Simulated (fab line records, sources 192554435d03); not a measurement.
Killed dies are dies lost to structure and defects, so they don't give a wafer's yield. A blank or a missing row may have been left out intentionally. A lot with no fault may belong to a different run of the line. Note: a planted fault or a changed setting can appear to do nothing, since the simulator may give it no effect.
fab line records / flow n5Finfet
record lots=6 wafers=16 lastDay=16
route steps=1938 shown BEOL_M8@1379 PASSIVATION@1936
lots with no fault: from the same line, run without faults
startH: hours from the record's opening day to when the first of the lot's shown wafers began / waitH: hours elapsed since this lot's preceding step / " same as the row above / L1.1+2: one row covering several wafers at once / - value missing, or start not given / * or withheld: withheld / < > ~ a bound
route shown NAME@n: names a module that has steps shown in the file, with the first one's number in the route / usual: average and standard deviation across the fault-free wafers / same: alike in all rows / chamber/n: place in a boat / sites: each site's reading / _std_site: standard deviation across them / _edge_site: outer sites' mean less inner sites' / radiusMm: for every site, how far away it sits from the centre of the wafer / mask NAME#n: copy n / behind: the tool/chamber that last shaped the wafer / hold: why the lot went on hold/how many hours it stayed there/how the hold came to an end / device: whichever transistor did not switch (one of n, p or np) / end of line: tests of these same wafers at the route's end / a step with no rows: only its recipe / killed: not the wafer's yield, but the dies lost to structure and defects at the first sort / map: per-die view of a wafer (x killed, . not killed, _ where there is no die)
set.NAME: setting as actually run; set.NAME@STEP: the setting as run at that earlier step / model.NAME: the simulator's own value behind a step, which no gauge read
lots at some steps of the route; a table a step, a row a wafer
services: a tool's chamber out of use, with start hour (startH, from the record's first day; less than 0 if before it), hours out, and reason
## steps
# step N5_BEOL_M8_STRIP_80
# recipe chemistry=N2/H2 timeS=10 powerW=450 tempC=40 pressureMtorr=20 rfFrequencyHz=6e+07 biasPowerW=7 n2FlowSccm=200 h2FlowSccm=200
# usual drypumpMotorCurrentA=5.9/0.4 oesProductAu=0.82/0.11 rfVppV=59.0/0.89 showerheadPlenumPTorr=2.50/0.077 throttleValvePct=23.50/0.21
lot.wafer=L947.1 tool=rieDiel-02 chamber=3 startH=- waitH=- drypumpMotorCurrentA=6.0 oesProductAu=0.81 rfHoursCounterH=74 rfVppV=58.8 showerheadPlenumPTorr=2.45 throttleValvePct=23.56
lot.wafer=L947.4 tool=rieDiel-02 chamber=2 startH=- waitH=- drypumpMotorCurrentA=5.8 oesProductAu=0.92 rfHoursCounterH=17 rfVppV=59.5 showerheadPlenumPTorr=2.47 throttleValvePct=23.59
lot.wafer=L947.5 tool=rieDiel-02 chamber=2 startH=- waitH=- drypumpMotorCurrentA=5.8 oesProductAu=0.91 rfHoursCounterH=- rfVppV=60.1 showerheadPlenumPTorr=2.47 throttleValvePct=23.58
lot.wafer=L949.2 tool=rieDiel-02 chamber=1 startH=- waitH=- drypumpMotorCurrentA=5.4 oesProductAu=0.70 rfHoursCounterH=212 rfVppV=60.4 showerheadPlenumPTorr=2.63 throttleValvePct=23.72
lot.wafer=L949.4 tool=rieDiel-02 chamber=3 startH=- waitH=- drypumpMotorCurrentA=5.9 oesProductAu=0.81 rfHoursCounterH=74 rfVppV=59.8 showerheadPlenumPTorr=2.45 throttleValvePct=23.56
lot.wafer=L949.5 tool=rieDiel-02 chamber=3 startH=- waitH=- drypumpMotorCurrentA=6.0 oesProductAu=0.80 rfHoursCounterH=- rfVppV=59.5 showerheadPlenumPTorr=2.45 throttleValvePct=23.56
lot.wafer=L954.2 tool=rieDiel-03 chamber=3 startH=- waitH=- drypumpMotorCurrentA=5.9 oesProductAu=0.70 rfHoursCounterH=233 rfVppV=59.4 showerheadPlenumPTorr=2.52 throttleValvePct=23.44
lot.wafer=L954.3 tool=rieDiel-03 chamber=1 startH=- waitH=- drypumpMotorCurrentA=6.3 oesProductAu=0.75 rfHoursCounterH=159 rfVppV=58.8 showerheadPlenumPTorr=2.52 throttleValvePct=23.53
lot.wafer=L954.5 tool=rieDiel-03 chamber=1 startH=- waitH=- drypumpMotorCurrentA=6.3 oesProductAu=0.75 rfHoursCounterH=- rfVppV=59.3 showerheadPlenumPTorr=2.52 throttleValvePct=23.53
lot.wafer=L955.2 tool=rieDiel-03 chamber=3 startH=- waitH=- drypumpMotorCurrentA=5.9 oesProductAu=0.70 rfHoursCounterH=235 rfVppV=57.7 showerheadPlenumPTorr=2.52 throttleValvePct=23.47
lot.wafer=L955.3 tool=rieDiel-03 chamber=0 startH=- waitH=- drypumpMotorCurrentA=6.3 oesProductAu=0.94 rfHoursCounterH=18 rfVppV=59.2 showerheadPlenumPTorr=2.49 throttleValvePct=23.33
lot.wafer=L955.6 tool=rieDiel-03 chamber=2 startH=- waitH=- drypumpMotorCurrentA=5.5 oesProductAu=0.93 rfHoursCounterH=- rfVppV=58.0 showerheadPlenumPTorr=2.47 throttleValvePct=23.28
lot.wafer=L956.1 tool=rieDiel-02 chamber=1 startH=- waitH=- drypumpMotorCurrentA=5.4 oesProductAu=0.69 rfHoursCounterH=226 rfVppV=60.3 showerheadPlenumPTorr=2.63 throttleValvePct=23.73
lot.wafer=L956.4 tool=rieDiel-02 chamber=3 startH=- waitH=- drypumpMotorCurrentA=5.9 oesProductAu=0.79 rfHoursCounterH=90 rfVppV=60.6 showerheadPlenumPTorr=2.44 throttleValvePct=23.57
lot.wafer=L959.2 tool=rieDiel-05 chamber=1 startH=- waitH=- drypumpMotorCurrentA=5.2 oesProductAu=0.99 rfHoursCounterH=5 rfVppV=61.0 showerheadPlenumPTorr=2.60 throttleValvePct=23.48
lot.wafer=L959.4 tool=rieDiel-05 chamber=1 startH=- waitH=- drypumpMotorCurrentA=5.2 oesProductAu=0.99 rfHoursCounterH=- rfVppV=61.0 showerheadPlenumPTorr=2.60 throttleValvePct=23.48
# step N5_BEOL_M8_OCD_MEAS_38
# usual trenchDepthNm=94.2/1.6
lot.wafer=L947.1 tool=ocd-01 chamber=- startH=252.81 waitH=- trenchDepthNm=94.2
lot.wafer=L947.4 tool=ocd-01 chamber=- startH=252.81 waitH=- trenchDepthNm=95.3
lot.wafer=L947.5 tool=ocd-01 chamber=- startH=252.81 waitH=- trenchDepthNm=94.6
lot.wafer=L949.2 tool=ocd-02 chamber=- startH=253.58 waitH=- trenchDepthNm=91.5
lot.wafer=L949.4 tool=ocd-02 chamber=- startH=253.58 waitH=- trenchDepthNm=94.2
lot.wafer=L949.5 tool=ocd-02 chamber=- startH=253.58 waitH=- trenchDepthNm=94.9
lot.wafer=L954.2 tool=ocd-02 chamber=- startH=286.58 waitH=- trenchDepthNm=95.2
lot.wafer=L954.3 tool=ocd-02 chamber=- startH=286.58 waitH=- trenchDepthNm=92.3
lot.wafer=L954.5 tool=ocd-02 chamber=- startH=286.58 waitH=- trenchDepthNm=94.1
lot.wafer=L955.2 tool=ocd-01 chamber=- startH=294.14 waitH=- trenchDepthNm=96.0
lot.wafer=L955.3 tool=ocd-01 chamber=- startH=294.14 waitH=- trenchDepthNm=95.2
lot.wafer=L955.6 tool=ocd-01 chamber=- startH=294.14 waitH=- trenchDepthNm=96.8
lot.wafer=L956.1 tool=ocd-01 chamber=- startH=294.59 waitH=- trenchDepthNm=91.0
lot.wafer=L956.4 tool=ocd-01 chamber=- startH=294.59 waitH=- trenchDepthNm=92.1
lot.wafer=L959.2 tool=ocd-02 chamber=- startH=306.30 waitH=- trenchDepthNm=96.4
lot.wafer=L959.4 tool=ocd-02 chamber=- startH=306.30 waitH=- trenchDepthNm=96.7
# step N5_BEOL_M8_HM_STRIP_39
# recipe chemistry=peroxideTinStrip material=TiN targetDepthA=250 tempC=50 timeS=158
# step N5_BEOL_M8_SRD_40
# recipe timeS=30 tempC=23 rinseLiquid=diw dry=ipaMarangoni
# step N5_BEOL_M8_PRECLEAN_42
# recipe chemistry=residueRemover timeS=60 tempC=40
# step N5_BEOL_M8_SRD_43
# recipe timeS=30 tempC=23 rinseLiquid=diw dry=ipaMarangoni
# step N5_BEOL_M8_CD_MEAS_35
# recipe targetCdNm=40 polarity=opening
# usual cdNm=40.1/0.54
lot.wafer=L947.1 tool=cdSem-03 chamber=- startH=252.97 waitH=0.0 cdNm=40.6
lot.wafer=L947.4 tool=cdSem-03 chamber=- startH=252.97 waitH=0.0 cdNm=40.4
lot.wafer=L947.5 tool=cdSem-03 chamber=- startH=252.97 waitH=0.0 cdNm=40.5
lot.wafer=L949.2 tool=cdSem-01 chamber=- startH=253.73 waitH=0.0 cdNm=39.6
lot.wafer=L949.4 tool=cdSem-01 chamber=- startH=253.73 waitH=0.0 cdNm=41.0
lot.wafer=L949.5 tool=cdSem-01 chamber=- startH=253.73 waitH=0.0 cdNm=41.2
lot.wafer=L954.2 tool=cdSem-01 chamber=- startH=286.73 waitH=0.0 cdNm=39.9
lot.wafer=L954.3 tool=cdSem-01 chamber=- startH=286.73 waitH=0.0 cdNm=39.5
lot.wafer=L954.5 tool=cdSem-01 chamber=- startH=286.73 waitH=0.0 cdNm=40.0
lot.wafer=L955.2 tool=cdSem-01 chamber=- startH=294.30 waitH=0.0 cdNm=41.3
lot.wafer=L955.3 tool=cdSem-01 chamber=- startH=294.30 waitH=0.0 cdNm=40.0
lot.wafer=L955.6 tool=cdSem-01 chamber=- startH=294.30 waitH=0.0 cdNm=40.5
lot.wafer=L956.1 tool=cdSem-03 chamber=- startH=294.74 waitH=0.0 cdNm=40.4
lot.wafer=L956.4 tool=cdSem-03 chamber=- startH=294.74 waitH=0.0 cdNm=40.8
lot.wafer=L959.2 tool=cdSem-03 chamber=- startH=306.47 waitH=0.0 cdNm=39.1
lot.wafer=L959.4 tool=cdSem-03 chamber=- startH=306.47 waitH=0.0 cdNm=40.5
# step N5_BEOL_M8_CURE_75
# recipe tempC=370 timeS=120 ambient=DMADMS/He material=SiCOH_lowk
# step N5_BEOL_M8_DEGAS_44
# recipe ambient=vacuum tempC=250 timeS=60
# usual heaterPowerW=333/41
lot.wafer=L947.1 tool=pvdSputter-03 chamber=- startH=253.46 waitH=0.4 heaterPowerW=353
lot.wafer=L947.4 tool=pvdSputter-03 chamber=- startH=253.46 waitH=0.4 heaterPowerW=375
lot.wafer=L947.5 tool=pvdSputter-03 chamber=- startH=253.46 waitH=0.4 heaterPowerW=371
lot.wafer=L949.2 tool=pvdSputter-01 chamber=- startH=258.13 waitH=4.3 heaterPowerW=275
lot.wafer=L949.4 tool=pvdSputter-01 chamber=- startH=258.13 waitH=4.3 heaterPowerW=379
lot.wafer=L949.5 tool=pvdSputter-01 chamber=- startH=258.13 waitH=4.3 heaterPowerW=387
lot.wafer=L954.2 tool=pvdSputter-02 chamber=- startH=287.31 waitH=0.4 heaterPowerW=309
lot.wafer=L954.3 tool=pvdSputter-02 chamber=- startH=287.31 waitH=0.4 heaterPowerW=325
lot.wafer=L954.5 tool=pvdSputter-02 chamber=- startH=287.31 waitH=0.4 heaterPowerW=307
lot.wafer=L955.2 tool=pvdSputter-02 chamber=- startH=294.74 waitH=0.3 heaterPowerW=329
lot.wafer=L955.3 tool=pvdSputter-02 chamber=- startH=294.74 waitH=0.3 heaterPowerW=264
lot.wafer=L955.6 tool=pvdSputter-02 chamber=- startH=294.74 waitH=0.3 heaterPowerW=261
lot.wafer=L956.1 tool=pvdSputter-02 chamber=- startH=296.78 waitH=1.9 heaterPowerW=305
lot.wafer=L956.4 tool=pvdSputter-02 chamber=- startH=296.78 waitH=1.9 heaterPowerW=324
lot.wafer=L959.2 tool=pvdSputter-01 chamber=- startH=307.00 waitH=0.3 heaterPowerW=359
lot.wafer=L959.4 tool=pvdSputter-01 chamber=- startH=307.00 waitH=0.3 heaterPowerW=383
# step N5_BEOL_M8_PRE_CLEAN_45
# recipe gas=H2/He timeS=30 tempC=250
# usual heaterPowerW=333/42
lot.wafer=L947.1 tool=pvdSputter-03 chamber=- startH=253.50 waitH=0.0 heaterPowerW=354
lot.wafer=L947.4 tool=pvdSputter-03 chamber=- startH=253.50 waitH=0.0 heaterPowerW=374
lot.wafer=L947.5 tool=pvdSputter-03 chamber=- startH=253.50 waitH=0.0 heaterPowerW=374
lot.wafer=L949.2 tool=pvdSputter-01 chamber=- startH=258.17 waitH=0.0 heaterPowerW=278
lot.wafer=L949.4 tool=pvdSputter-01 chamber=- startH=258.17 waitH=0.0 heaterPowerW=372
lot.wafer=L949.5 tool=pvdSputter-01 chamber=- startH=258.17 waitH=0.0 heaterPowerW=380
lot.wafer=L954.2 tool=pvdSputter-02 chamber=- startH=287.35 waitH=0.0 heaterPowerW=307
lot.wafer=L954.3 tool=pvdSputter-02 chamber=- startH=287.35 waitH=0.0 heaterPowerW=332
lot.wafer=L954.5 tool=pvdSputter-02 chamber=- startH=287.35 waitH=0.0 heaterPowerW=312
lot.wafer=L955.2 tool=pvdSputter-02 chamber=- startH=294.78 waitH=0.0 heaterPowerW=325
lot.wafer=L955.3 tool=pvdSputter-02 chamber=- startH=294.78 waitH=0.0 heaterPowerW=255
lot.wafer=L955.6 tool=pvdSputter-02 chamber=- startH=294.78 waitH=0.0 heaterPowerW=263
lot.wafer=L956.1 tool=pvdSputter-02 chamber=- startH=296.82 waitH=0.0 heaterPowerW=311
lot.wafer=L956.4 tool=pvdSputter-02 chamber=- startH=296.82 waitH=0.0 heaterPowerW=321
lot.wafer=L959.2 tool=pvdSputter-01 chamber=- startH=307.04 waitH=0.0 heaterPowerW=350
lot.wafer=L959.4 tool=pvdSputter-01 chamber=- startH=307.04 waitH=0.0 heaterPowerW=389
# step N5_BEOL_M8_ALD_77
# recipe material=TaN targetThkA=20 tempC=275 aldPrecursorFamily=PDMAT aldCoReactant=NH3 pressureTorr=3 carrierFlowSccm=1500 pulseTimeS=2 purgeTimeS=3 coReactantPurgeTimeS=2 coReactantPulseTimeS=3 aldCycles=40 precursorVesselTempC=75 precursorVesselPressureTorr=26.25 precursorVesselCarrierSccm=1000
# step N5_BEOL_M8_SURFACE_TREAT_79
# recipe gas=Ar timeS=* ionEnergyEv=* ionCurrentMaCm2=0.5 pressureMtorr=* arFlowSccm=30
# usual throttleValvePct=*
lot.wafer=L947.1 tool=pvdSputter-02 chamber=- startH=253.94 waitH=0.2 throttleValvePct=*
lot.wafer=L947.4 tool=pvdSputter-02 chamber=- startH=253.94 waitH=0.2 throttleValvePct=*
lot.wafer=L947.5 tool=pvdSputter-02 chamber=- startH=253.94 waitH=0.2 throttleValvePct=*
lot.wafer=L949.2 tool=pvdSputter-01 chamber=- startH=258.71 waitH=0.3 throttleValvePct=*
lot.wafer=L949.4 tool=pvdSputter-01 chamber=- startH=258.71 waitH=0.3 throttleValvePct=*
lot.wafer=L949.5 tool=pvdSputter-01 chamber=- startH=258.71 waitH=0.3 throttleValvePct=*
lot.wafer=L954.2 tool=pvdSputter-02 chamber=- startH=287.71 waitH=0.2 throttleValvePct=*
lot.wafer=L954.3 tool=pvdSputter-02 chamber=- startH=287.71 waitH=0.2 throttleValvePct=*
lot.wafer=L954.5 tool=pvdSputter-02 chamber=- startH=287.71 waitH=0.2 throttleValvePct=*
lot.wafer=L955.2 tool=pvdSputter-02 chamber=- startH=296.74 waitH=1.8 throttleValvePct=*
lot.wafer=L955.3 tool=pvdSputter-02 chamber=- startH=296.74 waitH=1.8 throttleValvePct=*
lot.wafer=L955.6 tool=pvdSputter-02 chamber=- startH=296.74 waitH=1.8 throttleValvePct=*
lot.wafer=L956.1 tool=pvdSputter-02 chamber=- startH=297.36 waitH=0.3 throttleValvePct=*
lot.wafer=L956.4 tool=pvdSputter-02 chamber=- startH=297.36 waitH=0.3 throttleValvePct=*
lot.wafer=L959.2 tool=pvdSputter-03 chamber=- startH=307.47 waitH=0.2 throttleValvePct=*
lot.wafer=L959.4 tool=pvdSputter-03 chamber=- startH=307.47 waitH=0.2 throttleValvePct=*
# step N5_BEOL_M8_CVD_78
# recipe material=Co targetThkA=20 tempC=withheld precursor=CCTBA/H2 pressureTorr=30 timeS=142.3
# usual runLengthS=165.3/0.69
lot.wafer=L947.1 tool=cvdCo-02 chamber=0 startH=254.00 waitH=0.0 runLengthS=166.4
lot.wafer=L947.4 tool=cvdCo-02 chamber=0 startH=254.00 waitH=0.0 runLengthS=165.6
lot.wafer=L947.5 tool=cvdCo-02 chamber=1 startH=254.00 waitH=0.0 runLengthS=163.9
lot.wafer=L949.2 tool=cvdCo-01 chamber=2 startH=258.78 waitH=0.1 runLengthS=166.0
lot.wafer=L949.4 tool=cvdCo-01 chamber=2 startH=258.78 waitH=0.1 runLengthS=165.5
lot.wafer=L949.5 tool=cvdCo-01 chamber=1 startH=258.78 waitH=0.1 runLengthS=165.1
lot.wafer=L954.2 tool=cvdCo-02 chamber=1 startH=287.81 waitH=0.1 runLengthS=164.3
lot.wafer=L954.3 tool=cvdCo-02 chamber=2 startH=287.81 waitH=0.1 runLengthS=165.5
lot.wafer=L954.5 tool=cvdCo-02 chamber=0 startH=287.81 waitH=0.1 runLengthS=165.7
lot.wafer=L955.2 tool=cvdCo-02 chamber=0 startH=296.81 waitH=0.1 runLengthS=166.6
lot.wafer=L955.3 tool=cvdCo-02 chamber=1 startH=296.81 waitH=0.1 runLengthS=164.2
lot.wafer=L955.6 tool=cvdCo-02 chamber=0 startH=296.81 waitH=0.1 runLengthS=166.3
lot.wafer=L956.1 tool=cvdCo-02 chamber=1 startH=297.42 waitH=0.0 runLengthS=164.1
lot.wafer=L956.4 tool=cvdCo-02 chamber=2 startH=297.42 waitH=0.0 runLengthS=105.1
lot.wafer=L959.2 tool=cvdCo-02 chamber=2 startH=307.53 waitH=0.0 runLengthS=165.4
lot.wafer=L959.4 tool=cvdCo-02 chamber=1 startH=307.53 waitH=0.0 runLengthS=103.9
# step N5_BEOL_M8_SPUTTER_48
# recipe material=Cu targetThkA=100 tempC=-20 biasV=60 powerW=26000 chamberPressurePa=0.13 timeS=1.667
# usual throttleValvePct=29.8/1.2
lot.wafer=L947.1 tool=pvdSputter-02 chamber=- startH=254.12 waitH=0.1 throttleValvePct=29.7
lot.wafer=L947.4 tool=pvdSputter-02 chamber=- startH=254.12 waitH=0.1 throttleValvePct=28.4
lot.wafer=L947.5 tool=pvdSputter-02 chamber=- startH=254.12 waitH=0.1 throttleValvePct=31.0
lot.wafer=L949.2 tool=pvdSputter-02 chamber=- startH=258.94 waitH=0.1 throttleValvePct=29.9
lot.wafer=L949.4 tool=pvdSputter-02 chamber=- startH=258.94 waitH=0.1 throttleValvePct=31.1
lot.wafer=L949.5 tool=pvdSputter-02 chamber=- startH=258.94 waitH=0.1 throttleValvePct=31.1
lot.wafer=L954.2 tool=pvdSputter-03 chamber=- startH=287.96 waitH=0.1 throttleValvePct=28.3
lot.wafer=L954.3 tool=pvdSputter-03 chamber=- startH=287.96 waitH=0.1 throttleValvePct=31.1
lot.wafer=L954.5 tool=pvdSputter-03 chamber=- startH=287.96 waitH=0.1 throttleValvePct=30.9
lot.wafer=L955.2 tool=pvdSputter-01 chamber=- startH=296.95 waitH=0.1 throttleValvePct=27.7
lot.wafer=L955.3 tool=pvdSputter-01 chamber=- startH=296.95 waitH=0.1 throttleValvePct=29.8
lot.wafer=L955.6 tool=pvdSputter-01 chamber=- startH=296.95 waitH=0.1 throttleValvePct=30.3
lot.wafer=L956.1 tool=pvdSputter-03 chamber=- startH=297.56 waitH=0.1 throttleValvePct=31.0
lot.wafer=L956.4 tool=pvdSputter-03 chamber=- startH=297.56 waitH=0.1 throttleValvePct=28.2
lot.wafer=L959.2 tool=pvdSputter-02 chamber=- startH=307.80 waitH=0.2 throttleValvePct=31.2
lot.wafer=L959.4 tool=pvdSputter-02 chamber=- startH=307.80 waitH=0.2 throttleValvePct=31.2
# step N5_PASSIVATION_PROBE_49
# usual defectLimitedYield=91.3/1.3 killed_at_M0_to_M3=35/9.3 killed_at_M4_up=14/5.2 killedAtContacts=12/5.9 killedAtFrontEnd=38/11 killedAtOther=4/3.7 killedDies=103/15 killedOpen=67/12 killedShort=34/8 sort_bin_5_function=5.1/0.88 sort_bin_6_memory=3.3/0.65 sortNPass=1077/15 sortYieldPct=91.3/1.3
# same grossDies=1180 killedAtBackSide=0 sort_bin_4_leakage[%]=0 sort_bin_8_speed[%]=0
lot.wafer=L954.2 tool=prober-01 chamber=- startH=356.01 waitH=0.1 defectLimitedYield[%]=90.8 killed_at_M0_to_M3=48 killed_at_M4_up=14 killedAtContacts=14 killedAtFrontEnd=29 killedAtOther=4 killedDies=109 killedOpen=73 killedShort=36 sort_bin_5_function[%]=5.3 sort_bin_6_memory[%]=3.5 sortNPass=1071 sortYieldPct[%]=90.8
lot.wafer=L954.3 tool=prober-01 chamber=- startH=356.06 waitH=0.1 defectLimitedYield[%]=92.8 killed_at_M0_to_M3=36 killed_at_M4_up=11 killedAtContacts=5 killedAtFrontEnd=29 killedAtOther=4 killedDies=85 killedOpen=42 killedShort=42 sort_bin_5_function[%]=4.1 sort_bin_6_memory[%]=2.6 sortNPass=1095 sortYieldPct[%]=92.8
lot.wafer=L954.5 tool=prober-01 chamber=- startH=356.16 waitH=0.2 defectLimitedYield[%]=94.3 killed_at_M0_to_M3=30 killed_at_M4_up=9 killedAtContacts=7 killedAtFrontEnd=20 killedAtOther=1 killedDies=67 killedOpen=45 killedShort=21 sort_bin_5_function[%]=3.9 sort_bin_6_memory[%]=1.7 sortNPass=1113 sortYieldPct[%]=94.3
lot.wafer=L956.1 tool=prober-02 chamber=- startH=380.60 waitH=0.0 defectLimitedYield[%]=92.8 killed_at_M0_to_M3=20 killed_at_M4_up=15 killedAtContacts=9 killedAtFrontEnd=41 killedAtOther=0 killedDies=85 killedOpen=50 killedShort=30 sort_bin_5_function[%]=4.1 sort_bin_6_memory[%]=2.5 sortNPass=1095 sortYieldPct[%]=92.8
lot.wafer=L959.2 tool=prober-01 chamber=- startH=384.59 waitH=0.1 defectLimitedYield[%]=92.1 killed_at_M0_to_M3=38 killed_at_M4_up=15 killedAtContacts=10 killedAtFrontEnd=27 killedAtOther=3 killedDies=93 killedOpen=61 killedShort=32 sort_bin_5_function[%]=4.4 sort_bin_6_memory[%]=3.1 sortNPass=1087 sortYieldPct[%]=92.1
lot.wafer=L959.4 tool=prober-01 chamber=- startH=384.69 waitH=0.2 defectLimitedYield[%]=91.0 killed_at_M0_to_M3=33 killed_at_M4_up=16 killedAtContacts=18 killedAtFrontEnd=38 killedAtOther=1 killedDies=106 killedOpen=77 killedShort=29 sort_bin_5_function[%]=4.6 sort_bin_6_memory[%]=4.0 sortNPass=1074 sortYieldPct[%]=91.0
# killed by level:class
L954.2 MOL_CONTACT_COAG:geometricParticle:open=12 BEOL_M0_SAQP:geometricParticle:open=11 BEOL_M2:geometricParticle:open=11 BEOL_M0_SAQP:geometricParticle:short=8 FIN_SAQP:geometricParticle:short=7 DUMMY_GATE:geometricParticle:open=7 BEOL_M3:geometricParticle:open=6 FIN_SAQP:geometricParticle:open=5
L954.3 BEOL_M0_SAQP:geometricParticle:short=15 BEOL_M0_SAQP:geometricParticle:open=7 FIN_SAQP:geometricParticle:short=4 DUMMY_GATE:geometricParticle:open=4 STARTING-WAFER:geometricParticle:short=4 BEOL_M3:geometricParticle:open=4 STI_FIN_REVEAL:geometricParticle:open=3 GATE_CUT:geometricParticle:short=3
L954.5 BEOL_M0_SAQP:geometricParticle:open=13 BEOL_M3:geometricParticle:open=6 GATE_CUT:geometricParticle:short=5 MOL_CONTACT_COAG:geometricParticle:open=5 BEOL_M1:geometricParticle:open=4 STARTING-WAFER:geometricParticle:open=4 STI_FIN_REVEAL:geometricParticle:open=3 BEOL_M0_SAQP:geometricParticle:short=3
L956.1 STI_FIN_REVEAL:geometricParticle:open=9 BEOL_M0_SAQP:geometricParticle:short=8 MOL_CONTACT_COAG:geometricParticle:open=7 GATE_CUT:geometricParticle:short=6 BEOL_M4:geometricParticle:open=5 HKMG_FIN:areaEtch=5 FIN_SAQP:geometricParticle:short=4 FIN_SAQP:geometricParticle:open=4
L959.2 BEOL_M1:geometricParticle:open=10 BEOL_M0_SAQP:geometricParticle:short=8 MOL_CONTACT_COAG:geometricParticle:open=7 BEOL_M2:geometricParticle:open=5 BEOL_M4:geometricParticle:open=5 STARTING-WAFER:geometricParticle:open=5 FIN_SAQP:geometricParticle:short=4 FIN_SAQP:geometricParticle:open=4
L959.4 MOL_CONTACT_COAG:geometricParticle:open=14 STI_FIN_REVEAL:geometricParticle:open=10 BEOL_M7:geometricParticle:open=7 BEOL_M1:geometricParticle:open=6 STARTING-WAFER:geometricParticle:open=6 FIN_SAQP:geometricParticle:short=5 BEOL_M0_SAQP:geometricParticle:open=5 BEOL_M0_SAQP:geometricParticle:short=5
## services
tool=rieDiel-05 chamber=3 startH=253.97 hours=1.8 kind=repair
tool=pvdSputter-03 chamber=- startH=254.06 hours=7.5 kind=repair
tool=rieDiel-05 chamber=0 startH=257.65 hours=- kind=clean
tool=rieDiel-05 chamber=0 startH=257.65 hours=- kind=consumableReplace:focusRing
tool=rieDiel-05 chamber=0 startH=257.65 hours=22.0 kind=scheduledDown
tool=rieDiel-05 chamber=0 startH=257.65 hours=22.0 kind=ventCycle
tool=rieDiel-02 chamber=1 startH=259.41 hours=3.0 kind=repair
tool=rieDiel-02 chamber=0 startH=272.35 hours=6.4 kind=repair
tool=rieDiel-03 chamber=3 startH=272.91 hours=8.3 kind=repair
tool=cvdCo-02 chamber=- startH=276.15 hours=3.8 kind=pm
tool=rieDiel-05 chamber=1 startH=279.73 hours=- kind=clean
tool=rieDiel-05 chamber=1 startH=279.73 hours=- kind=consumableReplace:focusRing
tool=rieDiel-05 chamber=1 startH=279.73 hours=13.1 kind=scheduledDown
tool=rieDiel-05 chamber=1 startH=279.73 hours=13.1 kind=ventCycle
tool=rieDiel-05 chamber=3 startH=304.19 hours=- kind=clean
tool=rieDiel-05 chamber=3 startH=304.19 hours=- kind=consumableReplace:focusRing
tool=rieDiel-05 chamber=3 startH=304.19 hours=26.9 kind=scheduledDown
tool=rieDiel-05 chamber=3 startH=304.19 hours=26.9 kind=ventCycle
## key
firstSign step=N5_BEOL_M8_CVD_78 reading=runLengthS direction=down sigmas=88 usual=* struck=*
effect none on later readings
metAt N5_BEOL_M8_CVD_78
struckWafers L956.4,L959.4
onsetBetween 296.81 297.42
fault kind=processParameterDrift tool=cvdCo-02 chamber=- onsetH=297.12 steps=N5_BEOL_M8_CVD_78 channel=timeS offset=* shape=step endH=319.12 scope=struckWafersOnly actsIn=* stated=*
